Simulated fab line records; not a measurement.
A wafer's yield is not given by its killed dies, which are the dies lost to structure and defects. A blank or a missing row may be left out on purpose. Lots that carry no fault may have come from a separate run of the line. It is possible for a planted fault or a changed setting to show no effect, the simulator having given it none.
fab line records | flow nand-harc
record: lots: 24 wafers: 72 last-day: 33
route steps=1302 shown A_WL_FILL@956 A_CONTACT@1002
lots with no fault: from the same line, run without faults
start-h: hours from the record's first day to the start of the lot's first wafer shown | wait-h: time in hours since the lot's previous step | " same as the row above | L1.1+2: a row that stands for several wafers | - either no value or no given start | * or withheld: withheld | < > ~ a bound
route shown NAME@n: names a module that has steps shown in the file, with the first one's number in the route | usual: mean and standard deviation over wafers with no fault | same: alike in all rows | chamber/n: place in a boat | sites: each site's reading | _std_site: how widely they spread, as a standard deviation | _edge_site: outer sites' mean less inner sites' | radius-mm: for every site, how far away it sits from the centre of the wafer | mask NAME#n: copy n | behind: the tool/chamber that last shaped the wafer | hold: reason for holding the lot/hours on hold/outcome of the hold | device: which transistor (n, p or np) failed to switch | end of line: tests of these same wafers at the route's end | where a step has no rows: the recipe by itself | killed: the dies lost at the first sort to structure and to defects; this is not the yield of the wafer | map: per-die view of a wafer (x killed, . not killed, _ where there is no die)
set.NAME: the setting the step ran with; set.NAME@STEP: the setting that earlier step ran with | model.NAME: the simulator's own value behind a step, which no gauge read
one table for each step of the route and one row for each wafer, over a sample of lots
services: a tool's chamber out of use, with start hour (start-h, from the record's first day; less than 0 if before it), hours out, and reason
== steps ==
step: NHARC_A_WL_FILL_CVD_03
recipe: target-thk-a: 400 temp-c: 300 pressure-torr: 40 wf6-flow-sccm: 40 h2-flow-sccm: 1600 ar-flow-sccm: 1560 time-s: 279 material: W
usual: heater-power-w: 508/47 throttle-valve-pct: 8.14/0.27
columns lot.wafer tool chamber start-h wait-h heater-power-w throttle-valve-pct
L074.1 cvd-w-01 0 458.23 0.6 452 8.24
L074.3 " 1 " " 518 8.52
L074.5 " 0 " " 452 8.18
L075.2 cvd-w-01 0 473.01 0.1 465 8.25
L075.3 " 1 " " 512 8.41
L075.4 " 0 " " 447 8.26
L076.1 cvd-w-02 0 486.41 0.1 496 7.98
L076.3 " 0 " " 504 7.99
L076.4 " 1 " " 577 8.01
L077.2 cvd-w-02 0 498.34 0.1 506 7.67
L077.6 " 1 " " 573 8.36
L077.5 " 0 " " 505 7.79
L078.1 cvd-w-01 1 502.99 0.1 503 8.58
L078.2 " 0 " " 460 8.21
L078.3 " 1 " " 514 8.64
L080.1 cvd-w-02 0 517.20 0.1 502 7.82
L080.4 " 1 " " 584 8.12
L080.6 " 1 " " 580 8.41
L079.1 cvd-w-01 0 521.07 0.1 458 8.24
L079.4 " 0 " " 446 8.14
L079.6 " 0 " " 446 8.11
L081.1 cvd-w-01 1 545.47 0.1 504 8.45
L081.2 " 1 " " 511 8.36
L081.5 " 1 " " 517 8.60
L082.2 cvd-w-01 1 546.19 0.6 508 8.24
L082.3 " 1 " " 517 8.36
L082.6 " 1 " " 512 8.50
L085.2 cvd-w-02 0 565.78 0.1 516 7.73
L085.1 " 1 " " 596 8.27
L085.6 " 1 " " 585 8.27
L083.4 cvd-w-01 1 565.87 0.2 490 8.55
L083.3 " 0 " " 458 8.13
L083.5 " 1 " " 486 8.13
L084.2 cvd-w-01 0 569.47 0.1 456 7.82
L084.1 " 1 " " 482 8.23
L084.4 " 0 " " 461 7.94
L086.2 cvd-w-01 0 581.00 0.1 457 7.94
L086.1 " 1 " " 479 8.21
L086.5 " 1 " " 476 8.20
L088.2 cvd-w-02 0 597.65 0.1 513 7.74
L088.1 " 1 " " 583 8.32
L088.3 " 0 " " 501 7.89
L087.3 cvd-w-02 0 613.16 0.2 517 7.76
L087.6 " 1 " " 585 8.41
L087.5 " 0 " " 513 8.11
L090.1 cvd-w-02 1 622.85 0.1 593 8.31
L090.2 " 0 " " 521 8.02
L090.5 " 1 " " 581 8.21
L089.1 cvd-w-01 1 628.50 0.1 495 8.41
L089.4 " 1 " " 492 8.25
L089.6 " 0 " " 440 8.17
L092.1 cvd-w-01 0 644.38 0.1 443 8.00
L092.3 " 0 " " 458 7.98
L092.6 " 0 " " 456 8.12
L091.2 cvd-w-02 0 644.63 0.1 474 7.71
L091.5 " 1 " " 587 8.09
L091.6 " 0 " " 477 7.94
L093.3 cvd-w-01 1 662.18 0.3 479 8.37
L093.4 " 1 " " 495 8.07
L093.5 " 1 " " 481 8.34
L094.1 cvd-w-02 0 662.31 0.3 482 7.76
L094.6 " 1 " " 572 8.20
L094.5 " 0 " " 471 7.79
L095.2 cvd-w-02 1 672.09 0.1 587 7.88
L095.1 " 0 " " 480 7.45
L095.3 " 1 " " 587 7.69
L097.1 cvd-w-01 1 687.54 0.1 471 8.57
L097.4 " 1 " " 486 8.33
L097.5 " 1 " " 489 8.40
L096.4 cvd-w-02 0 687.57 0.2 472 8.17
L096.3 " 1 " " 575 8.03
L096.6 " 0 " " 465 7.58
step: NHARC_A_WL_FILL_STRIP_27
recipe: power-w: 1500 temp-c: 250 time-s: 20 chemistry: N2/H2
usual: drypump-motor-current-A: 5.8/0.54 heater-power-w: 344/27
columns lot.wafer tool chamber start-h wait-h drypump-motor-current-A heater-power-w rf-hours-counter-h
L074.1 plasma-asher-01 0 458.98 0.1 5.8 339 22
L074.3 " 1 " " 6.5 370 -
L074.5 " 0 " " 5.8 342 -
L075.2 plasma-asher-02 0 473.73 0.1 5.6 300 10
L075.3 " 1 " " 5.1 359 -
L075.4 " 0 " " 5.6 296 -
L076.1 plasma-asher-01 0 487.19 0.1 5.8 331 27
L076.4 " 1 " " 6.6 371 -
L076.3 " 0 " " 5.8 333 -
L077.2 plasma-asher-02 0 499.05 0.1 5.6 302 13
L077.5 " 0 " " 5.6 298 -
L077.6 " 1 " " 5.1 356 -
L078.2 plasma-asher-01 1 503.83 0.1 6.6 366 30
L078.1 " 0 " " 5.8 334 30
L078.3 " 1 " " 6.6 366 -
L080.1 plasma-asher-02 0 517.95 0.1 5.6 304 18
L080.4 " 0 " " 5.6 300 -
L080.6 " 1 " " 5.1 360 -
L079.1 plasma-asher-02 1 521.82 0.1 5.1 372 18
L079.4 " 1 " " 5.1 367 -
L079.6 " 0 " " 5.6 310 -
L081.1 plasma-asher-01 1 546.53 0.1 6.6 371 3
L081.2 " 0 " " 5.8 338 3
L081.5 " 1 " " 6.6 379 -
L082.2 plasma-asher-01 1 547.15 0.1 6.6 360 3
L082.3 " 0 " " 5.8 332 -
L082.6 " 0 " " 5.8 334 -
L083.4 plasma-asher-01 0 566.56 0.1 5.8 337 -
L083.3 " 1 " " 6.6 373 -
L083.5 " 1 " " 6.6 371 -
L085.1 plasma-asher-02 1 566.64 0.2 5.1 363 28
L085.2 " 0 " " 5.5 304 28
L085.6 " 0 " " 5.6 296 -
L084.2 plasma-asher-02 1 570.22 0.1 5.1 363 29
L084.1 " 0 " " 5.6 296 29
L084.4 " 1 " " 5.1 371 -
L086.1 plasma-asher-01 1 581.85 0.1 6.6 371 11
L086.2 " 0 " " 5.8 339 11
L086.5 " 1 " " 6.6 371 -
L088.1 plasma-asher-02 1 598.41 0.1 5.1 367 35
L088.2 " 0 " " 5.6 299 35
L088.3 " 1 " " 5.1 370 -
L087.3 plasma-asher-01 1 613.81 0.1 6.6 369 -
L087.5 " 1 " " 6.6 373 -
L087.6 " 0 " " 5.8 330 -
L090.2 plasma-asher-01 1 623.60 0.1 6.6 374 20
L090.1 " 0 " " 5.8 340 20
L090.5 " 1 " " 6.6 376 -
L089.1 plasma-asher-01 1 629.52 0.4 6.6 364 22
L089.4 " 0 " " 5.8 334 -
L089.6 " 1 " " 6.6 372 -
L092.1 plasma-asher-02 0 645.16 0.1 5.6 306 6
L092.3 " 1 " " 5.1 362 -
L092.6 " 1 " " 5.1 359 -
L091.2 plasma-asher-01 0 645.33 0.1 5.8 340 27
L091.6 " 0 " " 5.8 338 -
L091.5 " 1 " " 6.6 375 -
L094.1 plasma-asher-02 1 663.03 0.1 5.1 357 10
L094.6 " 0 " " 5.6 296 -
L094.5 " 1 " " 5.1 363 -
L093.3 plasma-asher-01 1 663.08 0.1 6.6 367 -
L093.4 " 0 " " 5.8 335 -
L093.5 " 0 " " 5.8 332 -
L095.1 plasma-asher-02 0 672.85 0.1 5.6 299 12
L095.2 " 1 " " 5.1 368 12
L095.3 " 0 " " 5.6 305 -
L096.4 plasma-asher-01 1 688.27 0.1 6.5 362 -
L096.3 " 0 " " 5.8 330 -
L096.6 " 1 " " 6.6 373 -
L097.1 plasma-asher-01 1 688.36 0.2 6.6 378 34
L097.4 " 1 " " 6.6 377 -
L097.5 " 1 " " 6.6 376 -
step: NHARC_A_WL_FILL_INSPECT_15
usual: raw-defect-count: 471/150
columns lot.wafer tool chamber start-h wait-h raw-defect-count
L074.1 defect-inspect-02 - 474.97 0.0 425
L074.3 " - " " 461
L074.5 " - " " 345
L075.2 defect-inspect-02 - 493.26 0.0 228
L075.3 " - " " 282
L075.4 " - " " 344
L076.1 defect-inspect-02 - 504.07 0.0 344
L076.3 " - " " 429
L076.4 " - " " 373
L077.2 defect-inspect-02 - 517.86 0.0 458
L077.5 " - " " 459
L077.6 " - " " 355
L078.1 defect-inspect-02 - 518.02 0.0 473
L078.2 " - " " 827
L078.3 " - " " 525
L080.1 defect-inspect-01 - 534.95 0.0 393
L080.4 " - " " 548
L080.6 " - " " 481
L079.1 defect-inspect-02 - 539.92 0.0 456
L079.4 " - " " 410
L079.6 " - " " 352
L082.2 defect-inspect-02 - 563.60 0.0 331
L082.3 " - " " 326
L082.6 " - " " 273
L081.1 defect-inspect-02 - 567.49 0.0 544
L081.2 " - " " 379
L081.5 " - " " 410
L083.3 defect-inspect-01 - 585.47 0.0 333
L083.4 " - " " 481
L083.5 " - " " 335
L085.1 defect-inspect-01 - 588.06 0.0 299
L085.2 " - " " 414
L085.6 " - " " 404
L084.1 defect-inspect-02 - 588.11 0.0 551
L084.2 " - " " 495
L084.4 " - " " 497
L086.1 defect-inspect-02 - 600.52 0.0 327
L086.2 " - " " 337
L086.5 " - " " 279
L088.1 defect-inspect-01 - 618.62 0.0 545
L088.2 " - " " 614
L088.3 " - " " 601
L087.3 defect-inspect-01 - 633.72 0.0 446
L087.5 " - " " 384
L087.6 " - " " 432
L090.1 defect-inspect-01 - 639.73 0.0 681
L090.2 " - " " 516
L090.5 " - " " 634
L089.1 defect-inspect-02 - 647.07 0.0 673
L089.4 " - " " 500
L089.6 " - " " 646
L091.2 defect-inspect-01 - 662.63 0.0 572
L091.5 " - " " 542
L091.6 " - " " 606
L092.1 defect-inspect-02 - 662.76 0.0 351
L092.3 " - " " 380
L092.6 " - " " 360
L093.3 defect-inspect-02 - 679.18 0.0 560
L093.4 " - " " 599
L093.5 " - " " 418
L094.1 defect-inspect-02 - 679.23 0.0 443
L094.5 " - " " 457
L094.6 " - " " 247
L095.1 defect-inspect-02 - 692.15 0.0 416
L095.2 " - " " 536
L095.3 " - " " 637
L097.1 defect-inspect-01 - 704.57 0.0 544
L097.4 " - " " 722
L097.5 " - " " 639
L096.3 defect-inspect-02 - 704.59 0.0 456
L096.4 " - " " 367
L096.6 " - " " 404
step: NHARC_A_CONTACT_ETCH_49
recipe: target-depth-a: 2600 over-etch-frac: 0.3 time-s: 475.3 ion-energy-ev: 200 n2-flow-sccm: 150 h2-flow-sccm: 150 ar-flow-sccm: 0 rf-w: 400 bias-w: 150 chemistry: N2/H2
usual: drypump-motor-current-A: 5.6/0.57 oes-product-au: 1.005/0.013 rf-vpp-V: 431.2/2.6 showerhead-plenum-p-Torr: 2.06/0.091 throttle-valve-pct: 14.171/0.01
columns lot.wafer tool chamber start-h wait-h drypump-motor-current-A oes-product-au rf-hours-counter-h rf-vpp-V showerhead-plenum-p-Torr throttle-valve-pct
L074.1 rie-diel-01 0 - - 5.1 1.016 30 434.0 2.17 14.180
L074.3 " 2 " " 6.5 1.000 29 428.8 1.99 14.181
L074.5 " 3 " " 5.3 0.999 - 432.0 2.06 14.180
L075.3 rie-diel-02 2 - - 5.2 1.018 17 424.5 1.88 14.173
L075.2 " 3 " " 6.4 0.996 17 432.0 2.00 14.184
L075.4 " 0 " " 4.8 1.020 14 430.5 2.06 14.153
L076.3 rie-diel-02 1 - - 5.8 1.012 14 430.7 2.03 14.181
L076.4 " 2 " " 5.2 1.002 18 426.6 1.88 14.176
L076.1 " 3 " " 6.4 0.997 19 429.6 2.00 14.178
L077.2 rie-diel-01 0 - - 5.1 1.017 43 434.2 2.16 14.180
L077.5 " 0 " " 5.1 1.002 - 433.6 2.16 14.187
L077.6 " 1 " " 5.7 0.997 - 432.0 2.08 14.165
L078.1 rie-diel-02 1 - - 5.7 1.010 17 432.2 2.02 14.176
L078.2 " 2 " " 5.2 1.021 22 425.5 1.87 14.175
L078.3 " 0 " " 4.9 1.018 19 430.3 2.06 14.178
L080.1 rie-diel-01 1 - - 5.7 0.988 49 434.0 2.08 14.168
L080.4 " 2 " " 6.5 1.002 51 428.4 1.98 14.162
L080.6 " 1 " " 5.7 0.988 - 432.1 2.08 14.163
L079.4 rie-diel-02 3 - - 6.5 0.986 25 428.6 2.00 14.162
L079.1 " 0 " " 4.9 1.021 24 431.3 2.05 14.163
L079.6 " 3 " " 6.5 0.989 - 429.5 2.00 14.169
L082.2 rie-diel-01 1 - - 5.7 0.994 0 430.5 2.08 14.163
L082.3 " 0 " " 5.1 0.981 0 433.9 2.16 14.160
L082.6 " 1 " " 5.7 0.990 - 432.4 2.08 14.159
L081.1 rie-diel-13 2 - - 5.4 0.986 22 428.7 1.93 14.184
L081.2 " 0 " " 6.0 1.005 16 434.0 2.15 14.157
L081.5 " 1 " " 6.5 0.985 - 434.0 2.19 14.170
L083.4 rie-diel-02 1 - - 5.8 1.008 1 431.0 2.02 14.188
L083.3 " 2 " " 5.2 0.991 2 435.6 2.22 14.147
L083.5 " 2 " " 5.2 1.000 - 435.8 2.22 14.176
L085.1 rie-diel-02 0 - - 4.9 1.006 2 430.7 2.05 14.158
L085.2 " 1 " " 5.8 1.014 3 430.3 2.02 14.160
L085.6 " 0 " " 4.9 1.005 - 430.4 2.05 14.169
L084.2 rie-diel-02 1 - - 5.7 1.008 3 428.7 2.02 14.180
L084.1 " 2 " " 5.2 0.998 3 435.2 2.22 14.154
L084.4 " 0 " " 4.9 1.002 3 431.6 2.05 14.177
L086.2 rie-diel-02 1 - - 5.8 1.004 7 429.5 2.02 14.202
L086.1 " 3 " " 6.5 1.019 4 432.0 2.00 14.176
L086.5 " 2 " " 5.2 0.991 - 434.1 2.22 14.157
L088.3 rie-diel-02 1 - - 5.8 1.013 10 429.9 2.02 14.187
L088.2 " 2 " " 5.2 0.998 9 434.3 2.21 14.159
L088.1 " 0 " " 4.9 1.023 8 430.3 2.05 14.165
L087.3 rie-diel-02 0 - - 4.9 1.020 11 430.0 2.05 14.198
L087.5 " 3 " " 6.4 0.999 - 429.0 2.00 14.173
L087.6 " 0 " " 4.9 1.020 - 430.9 2.05 14.176
L090.1 rie-diel-02 0 - - 4.9 1.031 12 428.9 2.05 14.172
L090.2 " 1 " " 5.8 1.025 14 430.2 2.02 14.168
L090.5 " 3 " " 6.4 1.022 - 430.1 2.00 14.159
L089.1 rie-diel-02 0 - - 4.9 1.020 14 430.0 2.05 14.169
L089.4 " 3 " " 6.5 1.004 12 430.6 2.00 14.191
L089.6 " 0 " " 4.9 1.009 - 431.4 2.05 14.172
L091.2 rie-diel-02 3 - - 6.5 1.010 15 429.1 2.00 14.177
L091.5 " 0 " " 4.9 1.015 - 431.6 2.04 14.154
L091.6 " 1 " " 5.8 0.987 - 430.0 2.01 14.180
L092.3 rie-diel-13 0 - - 5.9 1.003 43 431.5 2.14 14.163
L092.1 " 1 " " 6.5 0.986 43 435.5 2.18 14.169
L092.6 " 0 " " 5.9 1.007 - 433.0 2.14 14.157
L093.4 rie-diel-02 3 - - 6.5 1.015 17 429.7 1.99 14.167
L093.3 " 0 " " 4.9 1.023 21 431.1 2.04 14.181
L093.5 " 1 " " 5.7 1.010 - 429.6 2.01 14.167
L094.1 rie-diel-02 1 - - 5.8 1.015 25 431.2 2.01 14.181
L094.6 " 0 " " 4.9 1.022 - 430.7 2.04 14.171
L094.5 " 1 " " 5.8 1.014 - 430.7 2.01 14.164
L095.2 rie-diel-02 2 - - 5.2 1.000 26 435.3 2.21 14.161
L095.1 " 3 " " 6.5 1.014 21 429.6 1.99 14.184
L095.3 " 1 " " 5.7 1.001 27 430.1 2.01 14.167
L096.3 rie-diel-02 3 - - 6.4 1.021 22 430.4 1.99 14.167
L096.4 " 1 " " 5.7 1.018 31 428.6 2.01 14.167
L096.6 " 3 " " 6.4 1.013 - 428.5 1.99 14.174
L097.4 rie-diel-13 2 - - 5.4 0.976 1 428.0 1.92 14.181
L097.1 " 3 " " 5.9 1.001 2 433.5 2.17 14.178
L097.5 " 2 " " 5.4 0.975 - 428.0 1.92 14.167
step: NHARC_A_CONTACT_ETCH_122
recipe: source-w: withheld pressure-mtorr: 20 bias-v: 3000 time-s: 190 target-depth-a: 18500 ar-flow-sccm: withheld c4f8-flow-sccm: withheld o2-flow-sccm: withheld chemistry: C4F8/O2/Ar
columns lot.wafer tool chamber start-h wait-h rf-hours-counter-h
L074.1 har-cap-etch-03 1 484.53 0.1 41
L074.3 " 1 " " -
L074.5 " 0 " " -
L075.2 har-cap-etch-02 1 502.76 0.1 85
L075.3 " 0 " " -
L075.4 " 1 " " -
L076.1 har-cap-etch-02 0 513.69 0.1 87
L076.4 " 0 " " -
L076.3 " 1 " " -
L077.2 har-cap-etch-03 1 528.36 0.1 48
L077.5 " 0 " " -
L077.6 " 1 " " -
L078.2 har-cap-etch-01 0 529.68 0.1 3
L078.1 " 1 " " 3
L078.3 " 0 " " -
L080.1 har-cap-etch-02 0 545.38 0.1 92
L080.4 " 0 " " -
L080.6 " 0 " " -
L079.1 har-cap-etch-03 0 549.48 0.1 53
L079.4 " 1 " " -
L079.6 " 0 " " -
L082.2 har-cap-etch-01 0 573.31 0.1 11
L082.3 " 1 " " -
L082.6 " 1 " " -
L081.1 har-cap-etch-03 0 577.53 0.1 57
L081.2 " 1 " " 57
L081.5 " 1 " " -
L083.3 har-cap-etch-02 0 595.04 0.1 -
L083.4 " 1 " " -
L083.5 " 1 " " -
L085.1 har-cap-etch-03 0 597.86 0.1 61
L085.2 " 1 " " 61
L085.6 " 0 " " -
L084.2 har-cap-etch-02 0 598.72 0.1 102
L084.1 " 1 " " 102
L084.4 " 1 " " -
L086.1 har-cap-etch-01 1 610.02 0.1 18
L086.2 " 0 " " 18
L086.5 " 1 " " -
L088.2 har-cap-etch-02 1 629.96 0.1 107
L088.1 " 0 " " 107
L088.3 " 0 " " -
L087.3 har-cap-etch-02 1 643.33 0.1 -
L087.5 " 0 " " -
L087.6 " 1 " " -
L090.1 har-cap-etch-03 0 649.51 0.1 70
L090.2 " 1 " " 70
L090.5 " 1 " " -
L089.1 har-cap-etch-01 1 657.59 0.1 24
L089.4 " 1 " " -
L089.6 " 1 " " -
L091.2 har-cap-etch-02 1 672.73 0.1 115
L091.6 " 0 " " -
L091.5 " 1 " " -
L092.1 har-cap-etch-01 0 673.45 0.1 28
L092.3 " 0 " " -
L092.6 " 1 " " -
L093.3 har-cap-etch-03 0 688.79 0.1 -
L093.4 " 1 " " -
L093.5 " 0 " " -
L094.1 har-cap-etch-02 0 690.58 0.1 119
L094.6 " 1 " " -
L094.5 " 0 " " -
L095.1 har-cap-etch-02 1 701.97 0.1 121
L095.2 " 0 " " 121
L095.3 " 1 " " -
L096.3 har-cap-etch-01 1 714.21 0.1 -
L096.4 " 0 " " -
L096.6 " 0 " " -
L097.1 har-cap-etch-03 1 714.37 0.1 83
L097.4 " 1 " " -
L097.5 " 0 " " -
step: NHARC_A_CONTACT_ETCH_123
recipe: source-w: withheld pressure-mtorr: 20 bias-v: 400 time-s: 490 target-depth-a: 21100 ar-flow-sccm: withheld c4f8-flow-sccm: 11.5 o2-flow-sccm: 7.2 chemistry: C4F8/O2/Ar
columns lot.wafer tool chamber start-h wait-h rf-hours-counter-h
L074.1 har-cap-etch-03 1 484.70 0.1 41
L074.3 " 1 " " -
L074.5 " 0 " " -
L075.2 har-cap-etch-02 1 502.99 0.2 85
L075.3 " 0 " " -
L075.4 " 1 " " -
L076.1 har-cap-etch-02 0 513.87 0.1 88
L076.4 " 0 " " -
L076.3 " 1 " " -
L077.2 har-cap-etch-03 1 528.59 0.2 48
L077.5 " 0 " " -
L077.6 " 1 " " -
L078.2 har-cap-etch-01 0 529.85 0.1 4
L078.1 " 1 " " 4
L078.3 " 0 " " -
L080.1 har-cap-etch-02 0 545.61 0.2 93
L080.4 " 0 " " -
L080.6 " 0 " " -
L079.1 har-cap-etch-03 0 549.71 0.2 54
L079.4 " 1 " " -
L079.6 " 0 " " -
L082.2 har-cap-etch-01 0 573.48 0.1 11
L082.3 " 1 " " -
L082.6 " 1 " " -
L081.1 har-cap-etch-03 0 577.70 0.1 57
L081.2 " 1 " " 57
L081.5 " 1 " " -
L083.3 har-cap-etch-02 0 595.33 0.3 -
L083.4 " 1 " " -
L083.5 " 1 " " -
L085.1 har-cap-etch-03 0 598.03 0.1 61
L085.2 " 1 " " 61
L085.6 " 0 " " -
L084.2 har-cap-etch-02 0 598.88 0.1 102
L084.1 " 1 " " 102
L084.4 " 1 " " -
L086.1 har-cap-etch-01 1 610.19 0.1 18
L086.2 " 0 " " 18
L086.5 " 1 " " -
L088.2 har-cap-etch-02 1 630.13 0.1 107
L088.1 " 0 " " 107
L088.3 " 0 " " -
L087.3 har-cap-etch-02 1 643.68 0.3 -
L087.5 " 0 " " -
L087.6 " 1 " " -
L090.1 har-cap-etch-03 0 649.69 0.1 70
L090.2 " 1 " " 70
L090.5 " 1 " " -
L089.1 har-cap-etch-01 1 657.76 0.1 24
L089.4 " 1 " " -
L089.6 " 1 " " -
L091.2 har-cap-etch-02 1 672.96 0.2 115
L091.6 " 0 " " -
L091.5 " 1 " " -
L092.1 har-cap-etch-01 0 673.62 0.1 28
L092.3 " 0 " " -
L092.6 " 1 " " -
L093.3 har-cap-etch-03 0 689.07 0.3 -
L093.4 " 1 " " -
L093.5 " 0 " " -
L094.1 har-cap-etch-02 0 690.81 0.2 119
L094.6 " 1 " " -
L094.5 " 0 " " -
L095.1 har-cap-etch-02 1 702.14 0.1 121
L095.2 " 0 " " 121
L095.3 " 1 " " -
L096.3 har-cap-etch-01 1 714.50 0.3 -
L096.4 " 0 " " -
L096.6 " 0 " " -
L097.1 har-cap-etch-03 1 714.60 0.2 83
L097.4 " 1 " " -
L097.5 " 0 " " -
== services ==
columns tool chamber start-h hours kind
cvd-w-02 - 450.00 13.0 pm
cvd-w-01 - 456.80 1.0 repair
rie-diel-02 1 480.12 4.6 repair
rie-diel-02 1 487.23 6.2 repair
har-cap-etch-01 - 497.00 17.0 pm
plasma-asher-01 - 519.24 9.0 pm
rie-diel-02 3 524.81 10.6 repair
har-cap-etch-01 - 541.82 0.2 repair
cvd-w-01 0 542.09 7.7 repair
cvd-w-02 - 545.30 1.5 repair
cvd-w-01 - 547.00 13.0 pm
rie-diel-02 2 547.21 2.3 repair
rie-diel-02 - 570.71 9.0 pm
cvd-w-01 - 589.86 24.7 repair
rie-diel-02 - 599.33 2.7 repair
plasma-asher-02 - 603.29 9.0 pm
plasma-asher-02 - 620.71 9.2 repair
cvd-w-01 0 622.95 3.2 repair
rie-diel-02 3 624.85 8.1 repair
cvd-w-02 - 631.37 13.0 pm
cvd-w-01 0 646.75 17.6 repair
cvd-w-02 1 687.79 14.2 repair
plasma-asher-01 - 696.44 9.0 pm
rie-diel-02 3 699.41 8.9 repair
== key ==
fault none
